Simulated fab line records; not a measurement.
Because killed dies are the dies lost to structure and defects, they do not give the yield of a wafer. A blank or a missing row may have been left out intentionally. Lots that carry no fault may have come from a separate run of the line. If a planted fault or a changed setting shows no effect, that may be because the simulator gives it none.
fab line records	flow n5-finfet
record lots=7	wafers=21
route steps=1938 shown MOL_CONTACT_COAG@624 BEOL_M0_SAQP@635 BEOL_M0_CUTY@711 BEOL_M1@757
start-h: start of the lot's first displayed wafer, in hours after the record's first day	wait-h: time in hours since the lot's previous step	" identical to the entry in the row above	L1.1+2: one row covering several wafers at once	- no value, or no start given	* or withheld: withheld	< > ~ a bound
route shown NAME@n: names a module that has steps shown in the file, with the first one's number in the route	usual: average and standard deviation across the fault-free wafers	same: alike in all rows	chamber/n: place in a boat	sites: each site's reading	_std_site: how widely they spread, as a standard deviation	_edge_site: inner sites' mean taken away from outer sites' mean	radius-mm: for every site, how far away it sits from the centre of the wafer	mask NAME#n: copy n	behind: the tool/chamber that last shaped the wafer	hold: cause of the lot's hold/its duration in hours/its outcome	device: which transistor (n, p or np) failed to switch	end of line: the route-end tests of the same wafers	a step with no rows: only its recipe	killed: the dies lost at the first sort to structure and to defects; this is not the yield of the wafer	map: per-die view of a wafer (x killed, . not killed, _ where there is no die)
set.NAME: setting as actually run; set.NAME@STEP: the setting as run at that earlier step	model.NAME: the simulator's own value behind a step, which no gauge read
lots where settings were altered on purpose, with a table for each step and a row for each wafer
## steps
# step N5_MOL_CONTACT_COAG_CVD_140
# recipe material=W	target-thk-a=665	mode=selective-fill	temp-c=300	time-s=215
lot.wafer	tool	chamber	start-h	wait-h	set.target-thk-a	model.W_of_MOL_CONTACT_COAG_CVD_140.thk-nm
L074.3	cvd-w-02	1	106.38	0.1	608.4	61
L074.4	"	0	"	"	608.4	62.2
L074.5	"	1	"	"	665	67.4
L080.1	cvd-w-02	1	137.94	0.1	665	66.4
L080.2	"	0	"	"	695.8	69.8
L080.3	"	0	"	"	695.8	69.4
L083.1+6	cvd-w-02	1,0	158.98	0.1	665	66.4
L083.4	"	0	"	"	665	66.6
L087.2+4	cvd-w-01	1,0	184.05	0.1	665	66.4
L087.6	"	1	"	"	614.1	59.8
L090.3	cvd-w-01	0	202.68	0.1	744.2	74.2
L090.4	"	1	"	"	665	65.2
L090.6	"	1	"	"	744.2	73.2
L091.1	cvd-w-01	0	205.01	0.1	665	66.2
L091.5	"	0	"	"	665	66.4
L091.6	"	1	"	"	634.6	62.8
L094.1	cvd-w-02	1	224.02	0.1	665	65.4
L094.3	"	1	"	"	697.8	70
L094.4	"	0	"	"	697.8	71
# step N5_BEOL_M0_SAQP_PECVD_03
# recipe material=SiCN	target-thk-a=120	temp-c=withheld	precursor=3MS/NH3	pressure-torr=3	rf-w=202	time-s=21.1
lot.wafer	tool	chamber	start-h	wait-h	set.time-s	model.SiCN_of_BEOL_M0_SAQP_PECVD_03.thk-nm
L074.3	pecvd-03	0	110.49	0.1	21.1	11.8
L074.4	"	2	"	"	21.1	12
L074.5	"	0	"	"	21.98	12.6
L080.1	pecvd-03	1	143.13	0.1	22.49	12.8
L080.2	"	2	"	"	21.1	12
L080.3	"	0	"	"	21.1	11.8
L083.1+6	pecvd-02	0,1	164.07	0.1	21.1	11.8
L083.4	"	0	"	"	21.1	12
L087.2	pecvd-04	0	189.50	0.1	21.1	11.8
L087.4	"	1	"	"	21.1	12
L087.6	"	0	"	"	20.28	11.6
L090.3	pecvd-03	0	207.57	0.1	21.1	11.8
L090.4	"	0	"	"	21.1	12.2
L090.6	"	1	"	"	23.14	13.2
L091.1	pecvd-03	1	210.59	0.1	21.1	12.2
L091.5	"	1	"	"	21.1	12.4
L091.6	"	2	"	"	24.01	14
L094.1	pecvd-02	1	228.41	0.1	21.1	11.6
L094.3+4	"	0,1	"	"	21.1	12
# step N5_BEOL_M0_SAQP_PECVD_96
# recipe material=a-Si	target-thk-a=450	temp-c=350	precursor=SiH4/He	pressure-torr=3	rf-w=100	time-s=45.2
# step N5_BEOL_M0_SAQP_PECVD_97
# recipe material=SiNx	target-thk-a=230	temp-c=350	precursor=SiH4/NH3/N2	pressure-torr=1.5	rf-w=300	time-s=19.9
# step N5_BEOL_M0_SAQP_ETCH_107
# recipe chemistry=CH3F/O2	target=SiNx	target-depth-a=300	mask-material=SOC	pressure-mtorr=30	source-w=395	bias-w=73	Ar_flow_sccm=150	CH3F_flow_sccm=30	O2_flow_sccm=20	ion-energy-ev=120
# step N5_BEOL_M0_SAQP_STRIP_108
# recipe chemistry=N2/H2	power-w=500	temp-c=40	pressure-mtorr=50	rf-frequency-hz=6e+07	overash-fraction=0.3	bias-power-w=28	h2-frac=0.5	n2-flow-sccm=300	h2-flow-sccm=300
# step N5_BEOL_M0_SAQP_RECESS_109
# recipe chemistry=HF/NH3	target=SiO2	target-depth-a=30	afs-cycles=1	temp-c=30	sublimation-temp-c=180	sublimation-time-s=60
lot.wafer	tool	chamber	start-h	wait-h	set.time-s@BEOL_M0_SAQP_PECVD_03	model.SiCN_of_BEOL_M0_SAQP_PECVD_03.thk-nm
L074.3	vapor-etch-01	1	113.92	0.1	21.1	8.2
L074.4	"	0	"	"	21.1	8.6
L074.5	"	1	"	"	21.98	9.2
L080.1	vapor-etch-02	1	146.35	0.0	22.49	9.4
L080.2	"	0	"	"	21.1	8.6
L080.3	"	1	"	"	21.1	8.4
L083.1+4+6	vapor-etch-02	1,0,1	167.69	0.0	21.1	8.4
L087.2+4	vapor-etch-01	0,1	192.82	0.2	21.1	8.4
L087.6	"	1	"	"	20.28	8.2
L090.3	vapor-etch-01	0	210.91	0.1	21.1	8.2
L090.4	"	1	"	"	21.1	8.8
L090.6	"	1	"	"	23.14	9.8
L091.1+5	vapor-etch-01	1,0	214.52	0.0	21.1	8.8
L091.6	"	1	"	"	24.01	10.6
L094.1	vapor-etch-02	0	232.14	0.0	21.1	8.2
L094.3+4	"	0,1	"	"	21.1	8.4
# step N5_BEOL_M0_SAQP_COAT_69
# recipe resist=SOC	temp-c=250	time-s=60	spin-rpm=1500	resist-thk-nm=90
lot.wafer	tool	chamber	start-h	wait-h	set.spin-rpm	model.SOC_of_BEOL_M0_SAQP_COAT_69.thk-nm
L074.3+4	litho-track-02	0	114.81	0.0	1425	92.4
L074.5	"	0	"	"	1500	90
L080.1	litho-track-04	0	147.98	0.0	1591	87.2
L080.2	"	0	"	"	1591	87.4
L080.3	"	0	"	"	1591	87.6
L083.1	litho-track-04	0	168.70	0.0	1500	90.2
L083.4+6	"	0	"	"	1500	90
L087.2	litho-track-04	0	193.81	0.0	1500	90.4
L087.4	"	0	"	"	1335	95.8
L087.6	"	0	"	"	1500	90.2
L090.3	litho-track-04	0	211.80	0.0	1500	90.2
L090.4	"	0	"	"	1555	88.6
L090.6	"	0	"	"	1555	88.4
L091.1+5+6	litho-track-02	0	215.79	0.0	1500	90.2
L094.1+3	litho-track-01	0	233.34	0.0	1548	88.6
L094.4	"	0	"	"	1500	90.2
# step N5_BEOL_M0_SAQP_EXPOSE_37
# recipe mask-id=M0_CUT1	na=0.33	source-shape=annular	sigma-inner=0.35	sigma-outer=0.8	polarization=unpolarized	target-cd-nm=30	dose-mj=44.75
lot.wafer	tool	chamber	start-h	wait-h	mask	set.dose-mj
L074.3+5	euv-scanner-01	0	114.96	-	M0_CUT1#0	44.75
L074.4	"	0	"	"	M0_CUT1#0	41.84
L080.1+3	euv-scanner-01	0	148.24	-	M0_CUT1#0	42.61
L080.2	"	0	"	"	M0_CUT1#0	44.75
L083.1+4+6	euv-scanner-02	0	168.84	-	M0_CUT1#0	44.75
L087.2+4	euv-scanner-01	0	193.96	-	M0_CUT1#0	44.75
L087.6	"	0	"	"	M0_CUT1#0	45.77
L090.3+4+6	euv-scanner-01	0	211.95	-	M0_CUT1#0	44.75
L091.1+5+6	euv-scanner-01	0	215.93	-	M0_CUT1#0	44.75
L094.1	euv-scanner-01	0	233.47	-	M0_CUT1#0	44.75
L094.3+4	"	0	"	"	M0_CUT1#0	46.12
# step N5_BEOL_M0_SAQP_PEB_38
# recipe peb-temp-c=100	peb-time-s=60	resist=CAR-EUV
# step N5_BEOL_M0_SAQP_DEVELOP_39
# recipe develop-time-s=30	developer=TMAH	resist=CAR-EUV	rinse-liquid=surfactant-rinse	dry=air-spin	dev-temp-c=23
# step N5_BEOL_M0_SAQP_CD_MEAS_40
# recipe target-cd-nm=30	landing-energy-ev=500	detector=se-inlens
# usual cd-nm=29.95/0.22
lot.wafer	tool	chamber	start-h	wait-h	set.dose-mj@BEOL_M0_SAQP_EXPOSE_37	cd-nm
L074.3	cd-sem-02	0	115.08	-	44.75	30.01
L074.4	"	0	"	"	41.84	28.70
L074.5	"	0	"	"	44.75	30.50
L080.1	cd-sem-02	0	148.37	-	42.61	28.95
L080.2	"	0	"	"	44.75	30.18
L080.3	"	0	"	"	42.61	28.90
L083.1	cd-sem-03	0	168.97	-	44.75	29.97
L083.4	"	0	"	"	44.75	30.11
L083.6	"	0	"	"	44.75	29.58
L087.2	cd-sem-03	0	194.08	-	44.75	30.17
L087.4	"	0	"	"	44.75	29.70
L087.6	"	0	"	"	45.77	30.20
L090.3	cd-sem-01	0	212.07	-	44.75	29.67
L090.4	"	0	"	"	44.75	29.49
L090.6	"	0	"	"	44.75	29.99
L091.1	cd-sem-03	0	216.06	-	44.75	29.94
L091.5	"	0	"	"	44.75	29.64
L091.6	"	0	"	"	44.75	29.93
L094.1	cd-sem-02	0	233.61	-	44.75	29.68
L094.3	"	0	"	"	46.12	30.68
L094.4	"	0	"	"	46.12	30.41
# step N5_BEOL_M0_SAQP_DESCUM_45
# recipe chemistry=O2	time-s=7	source-power-w=50	bias-power-w=20	pressure-mtorr=20	rf-frequency-hz=2.712e+07	temp-c=40	resist=CAR-EUV	o2-flow-sccm=225
lot.wafer	tool	chamber	start-h	wait-h	set.dose-mj@BEOL_M0_SAQP_EXPOSE_37	model.BEOL_M0_SAQP.cd-nm
L074.3+5	rie-diel-06	2	115.22	0.0	44.75	30.2
L074.4	"	0	"	"	41.84	28.8
L080.1+3	rie-diel-04	2,1	149.05	0.6	42.61	28.8
L080.2	"	3	"	"	44.75	29.8
L083.1	rie-diel-06	3	169.09	0.0	44.75	29.8
L083.4+6	"	0,3	"	"	44.75	30
L087.2+4	rie-diel-06	1,3	194.21	0.0	44.75	29.8
L087.6	"	1	"	"	45.77	30.2
L090.3+4	rie-diel-03	2,3	212.19	0.0	44.75	29.8
L090.6	"	1	"	"	44.75	29.6
L091.1+5	rie-diel-04	2,1	216.29	0.1	44.75	29.8
L091.6	"	0	"	"	44.75	30
L094.1	rie-diel-06	2	234.51	0.8	44.75	29.8
L094.3+4	"	3,0	"	"	46.12	30.6
# step N5_BEOL_M0_SAQP_ETCH_88
# recipe chemistry=N2/H2	target=underlayer	target-depth-a=65	time-s=5.2	ion-energy-ev=200	mask-material=CAR-EUV	pressure-mtorr=30	source-w=840	bias-w=150	n2-flow-sccm=200	h2-flow-sccm=200	ends=cleared
# step N5_BEOL_M0_SAQP_ETCH_73
# recipe chemistry=CF4	target=SiARC	target-depth-a=195	mask-material=CAR-EUV	time-s=32.5	ion-energy-ev=80	pressure-mtorr=40	source-w=545	bias-w=36	Ar_flow_sccm=100	cf4-flow-sccm=100	ends=cleared
# step N5_BEOL_M0_CUTY_DESCUM_61
# recipe chemistry=O2	time-s=7.9	source-power-w=50	bias-power-w=20	pressure-mtorr=20	rf-frequency-hz=2.712e+07	temp-c=40	resist=CAR-ArF-block	o2-flow-sccm=225
# step N5_BEOL_M0_CUTY_ETCH_62
# recipe chemistry=CF4	target=SiARC	mask-material=CAR-ArF-block	time-s=58.5	ion-energy-ev=80	pressure-mtorr=40	source-w=545	bias-w=36	Ar_flow_sccm=100	cf4-flow-sccm=100	ends=cleared
# step N5_BEOL_M0_CUTY_ETCH_63
# recipe chemistry=N2/H2	target=SOC	target-depth-a=827	overetch-a=165	mask-material=SiARC	temp-c=40	ion-energy-ev=200	time-s=124	pressure-mtorr=30	source-w=840	bias-w=150	n2-flow-sccm=200	h2-flow-sccm=200
lot.wafer	tool	chamber	start-h	wait-h	set.spin-rpm@BEOL_M0_SAQP_COAT_69	model.etch.depth-nm
L074.3	rie-diel-02	2	116.97	0.0	1425	72.37
L074.4	"	3	"	"	1425	72.32
L074.5	"	2	"	"	1500	70.78
L080.1	rie-diel-02	1	150.93	0.0	1591	67.66
L080.2	"	3	"	"	1591	67.81
L080.3	"	2	"	"	1591	68.04
L083.1	rie-diel-05	3	171.67	0.0	1500	70.65
L083.4	"	2	"	"	1500	70.74
L083.6	"	3	"	"	1500	70.55
L087.2	rie-diel-05	0	195.59	0.0	1500	71.34
L087.4	"	3	"	"	1335	76.8
L087.6	"	2	"	"	1500	70.62
L090.3	rie-diel-02	1	214.93	0.0	1500	71.19
L090.4	"	2	"	"	1555	69.11
L090.6	"	1	"	"	1555	69.23
L091.1	rie-diel-02	3	218.27	0.0	1500	70.59
L091.5	"	3	"	"	1500	71.28
L091.6	"	0	"	"	1500	70.66
L094.1	rie-diel-02	0	236.02	0.0	1548	69.37
L094.3	"	1	"	"	1548	69.41
L094.4	"	3	"	"	1500	70.61
# step N5_BEOL_M1_COAT_73
# recipe resist=underlayer	temp-c=205	time-s=60	spin-rpm=1500	resist-thk-nm=5
lot.wafer	tool	chamber	start-h	wait-h	set.spin-rpm
L074.3+4	litho-track-05	0	-	-	1594
L074.5	"	0	"	"	1500
L080.1+2+3	litho-track-05	0	-	-	1500
L083.1+4+6	litho-track-02	0	-	-	1500
L087.2+4	litho-track-01	0	-	-	1630
L087.6	"	0	"	"	1500
L090.3+4+6	litho-track-05	0	-	-	1500
L091.1+6	litho-track-05	0	-	-	1552
L091.5	"	0	"	"	1500
L094.1+3+4	litho-track-01	0	-	-	1500
## key
split step=N5_MOL_CONTACT_COAG_CVD_140	setting=target-thk-a	stated=665	by=wafer
response step=N5_MOL_CONTACT_COAG_CVD_140	reading=model.W_of_MOL_CONTACT_COAG_CVD_140.thk-nm	change=+0.757	per=1%	r=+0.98
split step=N5_BEOL_M0_SAQP_PECVD_03	setting=time-s	stated=21.1	by=wafer
response step=N5_BEOL_M0_SAQP_PECVD_03	reading=model.SiCN_of_BEOL_M0_SAQP_PECVD_03.thk-nm	change=+0.125	per=1%	r=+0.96
response step=N5_BEOL_M0_SAQP_RECESS_109	reading=model.SiCN_of_BEOL_M0_SAQP_PECVD_03.thk-nm	change=+0.132	per=1%	r=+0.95
split step=N5_BEOL_M0_SAQP_COAT_69	setting=spin-rpm	stated=1500	by=wafer
response step=N5_BEOL_M0_SAQP_COAT_69	reading=model.SOC_of_BEOL_M0_SAQP_COAT_69.thk-nm	change=-0.494	per=1%	r=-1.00
response step=N5_BEOL_M0_CUTY_ETCH_63	reading=model.etch.depth-nm	change=-0.49	per=1%	r=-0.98
split step=N5_BEOL_M0_SAQP_EXPOSE_37	setting=dose-mj	stated=44.75	by=wafer
response step=N5_BEOL_M0_SAQP_CD_MEAS_40	reading=cd-nm	change=+0.243	per=1%	r=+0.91
response step=N5_BEOL_M0_SAQP_DESCUM_45	reading=model.BEOL_M0_SAQP.cd-nm	change=+0.216	per=1%	r=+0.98
split step=N5_BEOL_M1_COAT_73	setting=spin-rpm	stated=1500	by=wafer
response none in this file
